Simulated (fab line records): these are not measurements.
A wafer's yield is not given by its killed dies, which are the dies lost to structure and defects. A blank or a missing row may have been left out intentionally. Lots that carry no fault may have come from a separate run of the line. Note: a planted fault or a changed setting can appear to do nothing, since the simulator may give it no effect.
Which of the tools did it? + flow n5 finfet + 36 wafers sampled from 12 lots at 1 step of a route of 1938

## WHAT THE GAUGES READ, wafer by wafer
N5_BEOL_M2_RS_MEAS_58: measures by four-point-probe.
| lot  | measured     | on            | M2_RS (ohm/sq) |
|------|--------------|---------------|----------------|
| L074 | day 7 05:34  | film metro-01 | 0.74 0.74 0.67 |
| L077 | day 7 16:14  | film metro-02 | 0.65 0.65 0.68 |
| L079 | day 8 07:34  | film metro-01 | 0.60 0.66 0.63 |
| L081 | day 9 15:49  | film metro-02 | 0.63 0.67 0.62 |
| L084 | day 9 19:11  | film metro-01 | 0.60 0.72 0.71 |
| L083 | day 10 02:58 | film metro-01 | 0.69 0.68 0.68 |
| L087 | day 10 06:30 | film metro-02 | 0.66 0.60 0.67 |
| L089 | day 10 16:31 | film metro-02 | 0.67 0.67 0.68 |
| L091 | day 11 00:05 | film metro-01 | 0.68 0.76 0.72 |
| L093 | day 12 00:29 | film metro-02 | 0.62 0.69 0.68 |
| L095 | day 12 21:19 | film metro-02 | 0.67 0.68 0.62 |
| L097 | day 13 12:35 | film metro-02 | 0.69 0.66 0.63 |

## TOOL THAT RAN EACH LOT (tool first, then ch and the chambers of the sampled wafers, then the start)
Before these readings, the record contains no process step.

## THE ANSWER, worked out from the rows above alone
Rule: the usual values come from the lots themselves. Put in order of their means at a reading, lots are off if they are a third of the lots or fewer, leave a main group of 4 or more, and stand apart from it by a gap of 3 or more times the standard deviation of the main group's means; of several such gaps the widest counts. The tables above print the reading to a certain number of digits; a main group whose means all agree to those digits is not used. A lot without any number at a reading at which 4 lots or more have one is off too. Any other lot the step has rows for is counted as sound.
No lot is off at any reading shown: from this, nothing can be told.

## WHAT THE SIMULATOR PUT IN
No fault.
